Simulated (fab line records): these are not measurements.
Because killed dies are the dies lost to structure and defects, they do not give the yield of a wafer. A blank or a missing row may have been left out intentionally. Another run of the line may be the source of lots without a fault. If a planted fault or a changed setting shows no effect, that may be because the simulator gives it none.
Split-lot experiment | flow n5 finfet | 21 wafers read across 7 lots, on a route 1938 steps long

ABOUT THE SPLIT
At N5_BEOL_M13_TRENCH_ETCH_34 (etches SiOC in C4F8/O2/Ar, target depth 413.47 nm, time 162.6 s), the setting time s was moved away from the recipe's 162.6 s on 8 of the 21 wafers read, by -17.6% to +7.7%. For the rest of the wafers, this setting stayed at what the recipe calls for.

FROM THE SPLIT TO THE READING: what the file shows between them, 10 steps
- N5_BEOL_M13_STRIP_70: strips in C4F8/O2/Ar
- N5_BEOL_M13_OCD_MEAS_35
- N5_BEOL_M13_STRIP_37: strips in N2/H2
- N5_BEOL_M13_ETCH_38: etches SiCN in CF4/N2, target depth 67.5 nm, time 71.9 s
- N5_BEOL_M13_ECD_47: material Cu, target thk 936 nm
- N5_BEOL_M13_ANNEAL_48: time 90 s
- N5_BEOL_M13_CMP_49: polishes, stops on SiOC, t overpolish 17.1 s, target thk 420 nm
- N5_BEOL_M13_THK_MEAS_50: measures by xrf
- N5_BEOL_M13_PRE_CLEAN_52: time 15 s
- N5_BEOL_M13_DEP_53: deposits SiCN from 3MS/NH3, target thk 50 nm, time 17.8 s

THE READING
M13_RS (ohm/sq), read at N5_BEOL_M13_RS_MEAS_54 with a four-point probe. On this fab line, fault-free wafers typically give 0.0449 ohm/sq with a standard deviation of 0.00054 ohm/sq.

wafer  | tool, chamber at the split | time s as run, s | against the recipe | M13_RS, ohm/sq | against lot-mates on the recipe
L075.1 | rie diel-03, 2             | 162.6            | recipe             | 0.0454         | -
L075.2 | rie diel-03, 1             | 162.6            | recipe             | 0.0441         | -
L075.6 | rie diel-03, 2             | 162.6            | recipe             | 0.0447         | -
L076.2 | rie diel-04, 2             | 172.7            | +6.2%              | 0.0426         | -0.0023
L076.4 | rie diel-04, 3             | 162.6            | recipe             | 0.0452         | -
L076.5 | rie diel-04, 1             | 162.6            | recipe             | 0.0446         | -
L079.1 | rie diel-04, 2             | 162.6            | recipe             | 0.0451         | -
L079.3 | rie diel-04, 1             | 162.6            | recipe             | 0.0450         | -
L079.6 | rie diel-04, 0             | 162.6            | recipe             | 0.0436         | -
L081.2 | rie diel-06, 0             | 162.6            | recipe             | 0.0446         | -
L081.3 | rie diel-06, 3             | 134              | -17.6%             | 0.0556         | +0.0103
L081.5 | rie diel-06, 3             | 162.6            | recipe             | 0.0460         | -
L089.1 | rie diel-04, 3             | 162.6            | recipe             | 0.0454         | -
L089.4 | rie diel-04, 1             | 175.1            | +7.7%              | 0.0421         | -0.0033
L089.6 | rie diel-04, 2             | 175.1            | +7.7%              | 0.0415         | -0.0039
L093.1 | rie diel-03, 3             | 162.6            | recipe             | 0.0453         | -
L093.3 | rie diel-03, 1             | 140              | -13.9%             | 0.0530         | +0.0077
L093.4 | rie diel-03, 2             | 140              | -13.9%             | 0.0534         | +0.0081
L088.3 | rie diel-04, 1             | 140.4            | -13.7%             | 0.0526         | +0.0074
L088.5 | rie diel-04, 0             | 140.4            | -13.7%             | 0.0513         | +0.0061
L088.6 | rie diel-04, 3             | 162.6            | recipe             | 0.0452         | -

THE FIT
A straight line over all 21 wafers: M13_RS changes by -0.000538 ohm/sq for each +1% of time s; r = -0.98; the points scatter about the line by 0.00074 ohm/sq.
The same after taking each lot's own level away (the mean of its wafers on the recipe; 21 wafers): -0.000528 ohm/sq for each +1%; r = -0.99; scatter 0.00063 ohm/sq.
On that fit, the largest move of time s shifts the reading by 0.0093 ohm/sq.
The lots' own levels span 0.04457 to 0.04540 ohm/sq, that is 1.5 times the standard deviation above.
So the lot-to-lot level changes the slope little: the two slopes agree.
Check: +0.00914 ohm/sq against its lot-mates is what the line predicts for one of the wafers moved furthest among these (-17.6%) when that wafer is left out of the fit. It came out at +0.0103 ohm/sq against them.

THE WHOLE CHAIN: every reading that the file lists as answering this split, in the file's order
step                       | what it does                                                    | reading                                                                       | change (the file's fit)               | r (the file's)
N5_BEOL_M13_TRENCH_ETCH_34 | etches SiOC in C4F8/O2/Ar, target depth 413.47 nm, time 162.6 s | etch.depth nm (the simulator's own value, which no gauge read)                | +4.2 nm for each +1% of the setting   | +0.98
N5_BEOL_M13_OCD_MEAS_35    |                                                                 | trench depth nm                                                               | +4.2 nm for each +1% of the setting   | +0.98
N5_BEOL_M13_CMP_49         | polishes, stops on SiOC, t overpolish 17.1 s, target thk 420 nm | Cu_of_BEOL_M13_ECD_47.thk nm (the simulator's own value, which no gauge read) | +4.17 nm for each +1% of the setting  | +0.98
N5_BEOL_M13_THK_MEAS_50    | measures by xrf                                                 | M13_THK                                                                       | +4.13 for each +1% of the setting     | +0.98
N5_BEOL_M13_RS_MEAS_54     | measures by four-point-probe                                    | M13_RS                                                                        | -0.000544 for each +1% of the setting | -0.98

THE FILE'S OWN FIT
M13_RS changes by -0.000544 ohm/sq for each +1% of time s, r = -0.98.
